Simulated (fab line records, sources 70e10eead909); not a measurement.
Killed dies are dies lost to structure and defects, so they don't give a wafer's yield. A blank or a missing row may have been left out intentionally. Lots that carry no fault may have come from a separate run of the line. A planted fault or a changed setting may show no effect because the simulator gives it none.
fab line records | flow nand-harc
record lots=14 wafers=42 last-day=33
route steps=1302 shown A_CONTACT@1090 A_BLC@1115
lots that met no fault: taken from a fault-free run of the same line
start-h: the number of hours between the record's first day and the start of the first shown wafer of the lot | wait-h: how many hours have passed since the lot's step before this one | " as in the row above | L1.1+2: a row that stands for several wafers | - no value, or no start given | * or withheld: withheld | < > ~ a bound
route shown NAME@n: a module of which the file shows steps, and the number in the route of the first | usual: mean/standard deviation taken from wafers without a fault | same: alike in all rows | chamber/n: place in a boat | sites: readings site by site | _std_site: standard deviation of those values | _edge_site: outer sites' mean less inner sites' | radius-mm: for every site, how far away it sits from the centre of the wafer | mask NAME#n: copy n | behind: the most recent tool/chamber to have shaped the wafer | hold: cause of the lot's hold/its duration in hours/its outcome | device: the transistor (n, p or np) that didn't switch | end of line: tests run on the same wafers once the route is complete | a step with no rows: only its recipe | killed: dies lost to structure and defects at the first sort, not the wafer's yield | map: a wafer's dies, x killed, . not, _ none there
set.NAME: the run value of the setting; set.NAME@STEP: its run value at that earlier step | model.NAME: the simulator's own value behind a step, which no gauge read
steps of the route over a sample of lots; a table a step, a row a wafer
services: the hour from which a tool's chamber was out of use, counted from the record's first day as start-h (under 0 if before that day), plus the number of hours and why
## steps
# step NHARC_A_CONTACT_ETCH_138
# recipe source-w=withheld pressure-mtorr=20 bias-v=1200 time-s=311 target-depth-a=19140 ar-flow-sccm=withheld c4f8-flow-sccm=withheld o2-flow-sccm=withheld chemistry=C4F8/O2/Ar
# columns lot.wafer tool chamber start-h wait-h rf-hours-counter-h
L951.1 har-cap-etch-02 0 521.09 0.2 90
L951.3 " 0 " " -
L951.5 " 0 " " -
L949.2 har-cap-etch-03 1 522.20 0.2 47
L949.4 " 1 " " -
L949.3 " 0 " " -
L950.2 har-cap-etch-01 1 524.19 0.2 3
L950.1 " 0 " " 3
L950.4 " 0 " " -
L952.1 har-cap-etch-02 0 555.65 0.2 96
L952.4 " 0 " " -
L952.3 " 1 " " -
L954.3 har-cap-etch-01 1 558.70 0.2 -
L954.4 " 0 " " -
L954.6 " 0 " " -
L953.1 har-cap-etch-02 1 560.67 0.2 97
L953.3 " 0 " " -
L953.6 " 1 " " -
L959.1 har-cap-etch-01 1 608.35 0.2 19
L959.4 " 1 " " -
L959.3 " 0 " " -
L960.4 har-cap-etch-01 0 621.25 0.2 -
L960.6 " 0 " " -
L960.5 " 1 " " -
L961.1 har-cap-etch-03 1 622.89 0.2 64
L961.2 " 0 " " 64
L961.4 " 1 " " -
L963.3 har-cap-etch-02 0 647.86 0.2 -
L963.6 " 1 " " -
L963.5 " 0 " " -
L964.3 har-cap-etch-01 1 649.66 0.2 -
L964.6 " 1 " " -
L964.5 " 0 " " -
L965.4 har-cap-etch-02 1 694.27 0.2 -
L965.6 " 1 " " -
L965.5 " 0 " " -
L970.1 har-cap-etch-03 1 737.69 0.2 84
L970.3 " 1 " " -
L970.5 " 0 " " -
L971.2 har-cap-etch-02 0 743.33 0.2 131
L971.1 " 1 " " 131
L971.5 " 1 " " -
# step NHARC_A_CONTACT_ETCH_92
# recipe target-depth-a=400 over-etch-frac=0.5 time-s=85.7 ion-energy-ev=120 ch3f-flow-sccm=50 o2-flow-sccm=30 ar-flow-sccm=200 rf-w=500 bias-w=100 chemistry=CH3F/O2
# usual ch3f-flow-sccm=50.03/0.14 drypump-motor-current-A=5.8/0.5 mfc-ar-sccm=200.0/0.66 oes-product-au=0.933/0.02 rf-vpp-V=244.3/1.6 showerhead-plenum-p-Torr=2.45/0.097 throttle-valve-pct=20.663/0.0088
# columns lot.wafer tool chamber start-h wait-h ch3f-flow-sccm drypump-motor-current-A mfc-ar-sccm oes-product-au rf-hours-counter-h rf-vpp-V showerhead-plenum-p-Torr throttle-valve-pct
L951.3 rie-diel-08 1 521.87 0.4 49.96 6.1 201.4 0.935 27 242.5 2.36 20.670
L951.1 " 3 " " 50.07 5.2 199.8 0.934 26 247.2 2.57 20.679
L951.5 " 1 " " 49.77 6.2 200.4 0.925 - 242.9 2.36 20.672
L949.4 rie-diel-08 0 523.03 0.4 50.02 5.7 199.0 0.922 27 244.3 2.36 20.670
L949.2 " 1 " " 50.10 6.2 199.4 0.920 27 244.2 2.36 20.661
L949.3 " 3 " " 50.00 5.2 199.8 0.915 26 246.1 2.57 20.666
L950.1 rie-diel-08 3 525.02 0.5 50.01 5.3 199.0 0.935 26 245.9 2.57 20.660
L950.4 " 0 " " 50.16 5.7 200.7 0.928 28 241.5 2.36 20.696
L950.2 " 1 " " 50.13 6.1 200.7 0.924 27 242.8 2.36 20.665
L952.4 rie-diel-13 2 556.48 0.4 50.16 6.3 199.5 0.937 8 245.7 2.48 20.657
L952.3 " 3 " " 50.02 5.3 200.5 0.933 9 246.2 2.52 20.658
L952.1 " 0 " " 50.25 5.6 200.7 0.914 8 242.8 2.43 20.661
L954.4 rie-diel-13 2 559.45 0.4 50.07 6.3 200.2 0.933 9 245.5 2.48 20.669
L954.3 " 3 " " 50.37 5.3 199.5 0.930 9 245.8 2.52 20.661
L954.6 " 2 " " 50.01 6.3 199.6 0.931 - 245.0 2.48 20.662
L953.3 rie-diel-08 2 561.46 0.4 49.94 6.2 199.9 0.936 1 246.1 2.56 20.666
L953.1 " 3 " " 50.02 5.2 199.6 0.935 1 247.0 2.57 20.646
L953.6 " 3 " " 49.98 5.3 198.8 0.923 - 246.4 2.57 20.658
L959.4 rie-diel-08 0 609.21 0.4 50.07 5.8 200.4 0.937 10 243.6 2.36 20.671
L959.3 " 1 " " 49.78 6.2 200.5 0.938 10 243.7 2.35 20.664
L959.1 " 2 " " 50.02 6.2 199.9 0.920 9 246.6 2.55 20.669
L960.4 rie-diel-08 0 622.00 0.4 49.95 5.7 201.4 0.949 12 244.0 2.36 20.663
L960.5 " 3 " " 50.24 5.3 199.6 0.956 - 247.0 2.57 20.674
L960.6 " 0 " " 50.03 5.7 200.7 0.951 - 243.4 2.36 20.665
L961.2 rie-diel-13 3 623.72 0.5 50.16 5.3 200.9 0.928 28 246.8 2.52 20.667
L961.4 " 0 " " 50.00 5.6 199.5 0.912 29 244.5 2.42 20.671
L961.1 " 2 " " 50.15 6.3 199.0 0.942 29 243.5 2.47 20.663
L963.3 rie-diel-08 0 648.57 0.4 49.77 5.7 199.9 0.925 16 242.0 2.35 20.665
L963.6 " 3 " " 50.25 5.3 200.0 0.922 - 246.6 2.56 20.656
L963.5 " 0 " " 50.08 5.7 200.0 0.930 - 243.0 2.35 20.675
L964.3 rie-diel-08 1 650.41 0.4 50.12 6.2 200.2 0.919 14 241.4 2.35 20.645
L964.5 " 0 " " 50.23 5.7 200.5 0.923 - 243.0 2.35 20.659
L964.6 " 1 " " 49.74 6.2 200.4 0.914 - 242.7 2.35 20.658
L965.4 rie-diel-08 0 695.01 0.4 49.85 5.7 201.0 0.981 23 243.5 2.35 20.666
L965.5 " 3 " " 50.02 5.3 200.2 0.977 - 246.2 2.56 20.658
L965.6 " 0 " " 49.74 5.8 200.5 0.985 - 242.0 2.35 20.676
L970.3 rie-diel-09 1 738.49 0.4 50.06 6.5 199.9 0.937 19 244.7 2.56 20.654
L970.1 " 2 " " 50.06 6.5 199.9 0.926 23 242.8 2.34 20.679
L970.5 " 1 " " 50.03 6.5 199.8 0.936 - 246.4 2.56 20.679
L971.1 rie-diel-08 3 744.18 0.5 50.09 5.2 200.8 0.921 3 245.5 2.56 20.670
L971.2 " 1 " " 49.80 6.2 200.3 0.910 3 242.1 2.35 20.658
L971.5 " 2 " " 50.06 6.2 199.8 0.908 - 245.4 2.55 20.668
# step NHARC_A_BLC_PEB_08
# recipe peb-temp-c=100 peb-time-s=65
# usual heater-power-total-W=156.5/0.44 plate-temp-C=99.99/0.14
# columns lot.wafer tool chamber start-h wait-h heater-power-total-W plate-temp-C
L951.1 litho-track-01 0 524.94 0.1 156.4 100.03
L951.3 " 0 " " 157.0 99.94
L951.5 " 0 " " 156.6 99.70
L949.2 litho-track-01 0 525.98 0.1 156.9 99.93
L949.3 " 0 " " 156.4 100.01
L949.4 " 0 " " 156.6 100.05
L950.1 litho-track-06 0 528.04 0.1 156.1 99.89
L950.2 " 0 " " 157.0 99.76
L950.4 " 0 " " 156.3 100.00
L952.1 litho-track-01 0 559.56 0.1 157.1 99.92
L952.3 " 0 " " 156.5 99.85
L952.4 " 0 " " 155.9 99.81
L954.3 litho-track-01 0 562.40 0.0 133.0 88.90
L954.4 " 0 " " 132.1 88.74
L954.6 " 0 " " 132.3 88.84
L953.1 litho-track-01 0 564.52 0.1 133.2 88.71
L953.3 " 0 " " 133.3 88.96
L953.6 " 0 " " 133.1 88.83
L959.1 litho-track-06 0 612.26 0.1 156.3 99.81
L959.3 " 0 " " 157.1 99.93
L959.4 " 0 " " 156.0 99.86
L960.4 litho-track-06 0 625.08 0.0 157.0 99.90
L960.5 " 0 " " 156.8 99.96
L960.6 " 0 " " 156.8 99.91
L961.1 litho-track-06 0 626.80 0.1 155.9 100.02
L961.2 " 0 " " 157.1 99.81
L961.4 " 0 " " 156.3 99.78
L963.3 litho-track-04 0 651.64 0.0 156.2 100.07
L963.5 " 0 " " 157.1 99.55
L963.6 " 0 " " 156.1 99.69
L964.3 litho-track-04 0 653.51 0.0 156.1 100.07
L964.5 " 0 " " 157.1 100.17
L964.6 " 0 " " 156.2 100.00
L965.4 litho-track-04 0 698.88 0.0 156.5 100.16
L965.5 " 0 " " 156.6 100.00
L965.6 " 0 " " 157.1 100.04
L970.1 litho-track-04 0 741.54 0.1 155.9 100.12
L970.3 " 0 " " 157.1 100.02
L970.5 " 0 " " 157.2 100.05
L971.1 litho-track-04 0 747.27 0.1 157.0 99.90
L971.2 " 0 " " 155.9 100.11
L971.5 " 0 " " 157.1 100.03
# step NHARC_A_BLC_CD_MEAS_10
# recipe target-cd-nm=100 landing-energy-ev=500
# usual cd-nm=100.0/0.64
# columns lot.wafer tool chamber start-h wait-h cd-nm
L951.1 cd-sem-01 0 525.02 - 99.5
L951.3 " 0 " " 100.5
L951.5 " 0 " " 100.3
L949.2 cd-sem-02 0 526.06 - 99.3
L949.3 " 0 " " 100.0
L949.4 " 0 " " 99.5
L950.1 cd-sem-03 0 528.11 - 99.8
L950.2 " 0 " " 99.5
L950.4 " 0 " " 99.5
L952.1 cd-sem-03 0 559.63 - 100.3
L952.3 " 0 " " 100.1
L952.4 " 0 " " 100.3
L954.3 cd-sem-01 0 562.49 - 45.8
L954.4 " 0 " " 44.9
L954.6 " 0 " " 45.3
L953.1 cd-sem-01 0 564.60 - 45.4
L953.3 " 0 " " 46.1
L953.6 " 0 " " 45.1
L959.1 cd-sem-03 0 612.34 - 101.2
L959.3 " 0 " " 99.5
L959.4 " 0 " " 99.6
L960.4 cd-sem-01 0 625.16 - 101.1
L960.5 " 0 " " 100.5
L960.6 " 0 " " 100.1
L961.1 cd-sem-03 0 626.88 - 99.7
L961.2 " 0 " " 98.9
L961.4 " 0 " " 100.6
L963.3 cd-sem-01 0 651.72 - 100.6
L963.5 " 0 " " 99.9
L963.6 " 0 " " 100.0
L964.3 cd-sem-02 0 653.59 - 99.7
L964.5 " 0 " " 100.7
L964.6 " 0 " " 100.0
L965.4 cd-sem-01 0 698.96 - 99.7
L965.5 " 0 " " 100.2
L965.6 " 0 " " 98.9
L970.1 cd-sem-01 0 741.62 - 99.9
L970.3 " 0 " " 100.7
L970.5 " 0 " " 99.8
L971.1 cd-sem-02 0 747.35 - 100.0
L971.2 " 0 " " 99.4
L971.5 " 0 " " 100.0
# step NHARC_A_BLC_ETCH_16
# recipe target-depth-a=390 over-etch-frac=0.3 time-s=65 ion-energy-ev=80 cf4-flow-sccm=150 ar-flow-sccm=0 rf-w=300 bias-w=100 chemistry=CF4
# usual drypump-motor-current-A=5.8/0.49 mfc-ar-sccm=0.020/0.017 oes-product-au=0.999/0.014 rf-vpp-V=151.0/1.1 showerhead-plenum-p-Torr=1.74/0.057 throttle-valve-pct=13.285/0.0092
# columns lot.wafer tool chamber start-h wait-h drypump-motor-current-A mfc-ar-sccm oes-product-au rf-hours-counter-h rf-vpp-V showerhead-plenum-p-Torr throttle-valve-pct
L951.1 rie-diel-01 2 525.29 0.1 6.3 0.013 1.004 10 152.2 1.83 13.277
L951.3 " 1 " " 5.7 0 1.023 10 154.7 1.88 13.274
L951.5 " 2 " " 6.3 0.013 1.019 - 151.1 1.83 13.283
L949.3 rie-diel-01 0 526.33 0.1 5.8 0 1.015 9 149.0 1.69 13.281
L949.4 " 2 " " 6.3 0.013 1.008 11 151.8 1.83 13.293
L949.2 " 3 " " 6.1 0.025 1.007 10 150.1 1.79 13.284
L950.1 rie-diel-12 0 528.39 0.1 5.7 0 1.002 4 150.3 1.72 13.299
L950.2 " 1 " " 5.2 0.033 1.004 4 149.4 1.67 13.264
L950.4 " 2 " " 5.7 0.021 0.996 5 150.3 1.74 13.264
L952.3 rie-diel-11 3 559.91 0.1 4.8 0 0.980 33 149.1 1.65 13.280
L952.1 " 0 " " 5.1 0.045 0.981 42 150.2 1.74 13.287
L952.4 " 2 " " 6.5 0 0.994 40 152.3 1.76 13.296
L954.3 rie-diel-12 1 562.76 0.1 5.2 0.033 1.005 6 149.8 1.67 13.283
L954.4 " 2 " " 5.7 0.021 0.999 6 150.5 1.74 13.291
L954.6 " 1 " " 5.2 0.033 1.007 - 150.9 1.67 13.297
L953.1 rie-diel-12 1 564.88 0.1 5.2 0.033 1.003 6 149.9 1.67 13.286
L953.3 " 2 " " 5.7 0.021 0.994 7 150.7 1.74 13.281
L953.6 " 3 " " 6.6 0.045 0.999 - 151.4 1.76 13.282
L959.3 rie-diel-12 0 612.61 0.1 5.7 0 0.997 10 149.4 1.72 13.269
L959.1 " 1 " " 5.2 0.033 0.998 10 149.6 1.67 13.294
L959.4 " 3 " " 6.6 0.045 0.986 11 151.7 1.76 13.287
L960.4 rie-diel-01 3 625.43 0.1 6.1 0.025 0.996 6 152.6 1.79 13.302
L960.5 " 3 " " 6.1 0.025 0.985 - 151.3 1.79 13.291
L960.6 " 0 " " 5.8 0 0.989 - 150.2 1.69 13.289
L961.2 rie-diel-01 2 627.15 0.1 6.3 0.013 1.011 7 152.8 1.83 13.286
L961.1 " 3 " " 6.1 0.025 0.998 6 150.4 1.79 13.292
L961.4 " 0 " " 5.8 0 0.995 6 150.2 1.69 13.276
L963.3 rie-diel-12 3 651.99 0.1 6.6 0.045 0.990 1 151.3 1.76 13.287
L963.6 " 3 " " 6.6 0.045 0.994 - 151.1 1.76 13.295
L963.5 " 0 " " 5.7 0 0.978 - 150.2 1.72 13.291
L964.3 rie-diel-12 0 653.88 0.1 5.7 0 0.992 1 151.7 1.72 13.297
L964.5 " 1 " " 5.2 0.033 1.023 - 152.6 1.67 13.274
L964.6 " 2 " " 5.7 0.021 0.979 - 150.8 1.74 13.283
L965.4 rie-diel-12 3 699.26 0.1 6.6 0.045 1.007 5 150.7 1.75 13.296
L965.6 " 1 " " 5.2 0.033 1.025 - 149.7 1.67 13.269
L965.5 " 2 " " 5.7 0.021 0.994 - 151.7 1.74 13.282
L970.1 rie-diel-11 0 741.90 0.1 5.1 0.045 0.986 40 150.0 1.72 13.277
L970.3 " 1 " " 6.3 0.002 0.975 40 150.7 1.69 13.304
L970.5 " 2 " " 6.5 0 0.981 - 152.2 1.74 13.285
L971.2 rie-diel-12 1 747.63 0.1 5.2 0.033 1.016 7 151.3 1.67 13.289
L971.1 " 2 " " 5.7 0.021 0.980 9 152.8 1.74 13.293
L971.5 " 3 " " 6.6 0.045 1.001 - 151.6 1.75 13.285
## services
# columns tool chamber start-h hours kind
litho-track-01 - 505.00 7.0 pm
rie-diel-12 2 506.11 3.9 repair
rie-diel-12 - 514.39 0.3 repair
litho-track-06 - 529.00 7.0 pm
rie-diel-12 2 535.11 9.0 repair
rie-diel-08 - 544.80 9.0 pm
litho-track-04 - 553.00 7.0 pm
rie-diel-01 - 557.80 9.0 pm
rie-diel-12 0 569.32 1.6 repair
rie-diel-08 2 599.04 6.1 repair
rie-diel-12 0 599.53 10.3 repair
rie-diel-01 - 603.45 0.3 repair
rie-diel-01 3 610.41 1.3 repair
rie-diel-12 - 622.43 9.0 pm
rie-diel-08 1 631.41 7.6 repair
har-cap-etch-02 - 634.77 0.6 repair
litho-track-01 - 680.00 7.0 pm
rie-diel-12 1 684.35 11.4 repair
rie-diel-01 - 691.65 0.7 repair
rie-diel-08 3 700.23 8.9 repair
litho-track-06 - 704.00 7.0 pm
har-cap-etch-01 - 721.64 1.0 repair
litho-track-04 - 728.00 7.0 pm
rie-diel-01 - 734.80 9.0 pm
## key
first-sign step=NHARC_A_BLC_PEB_08 reading=plate-temp-C direction=down sigmas=79 usual=* struck=*
effect step=NHARC_A_BLC_PEB_08 reading=heater-power-total-W direction=down sigmas=54 usual=* struck=*
effect step=NHARC_A_BLC_CD_MEAS_10 reading=cd-nm direction=down sigmas=85 usual=100.0 struck=45.4
met-at NHARC_A_BLC_PEB_08
struck-lots L953,L954
later-rows-left-out L953.1,L953.3,L953.6,L954.3,L954.4,L954.6
sort-left-out L953.1,L953.3,L953.6,L954.3,L954.4,L954.6
tester-left-out L953,L954
not-acting-at NHARC_A_CONTACT_ETCH_138,NHARC_A_CONTACT_ETCH_92,NHARC_A_BLC_ETCH_16
onset-between 559.56 562.40
fault kind=process-parameter-drift tool=litho-track-01 chamber=- onset-h=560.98 steps=NHARC_A_BLC_PEB_08 channel=peb-temp-c offset=* shape=step acts-in=* stated=*
# tester-left-out: of these lots the tester's yield and bins aren't shown, on N5 and GAA mostly nor the transistor test; their killed dies are dies lost to structure and defects alone, not to doping, threshold or leakage, so they don't give the yield
# sort-left-out: the simulated sort isn't trusted on such a fault, so these wafers' sort isn't shown, and their yield isn't known
# later-rows-left-out: the simulator's readings of these wafers behind a module that went badly wrong aren't trusted and aren't shown, but for the sort
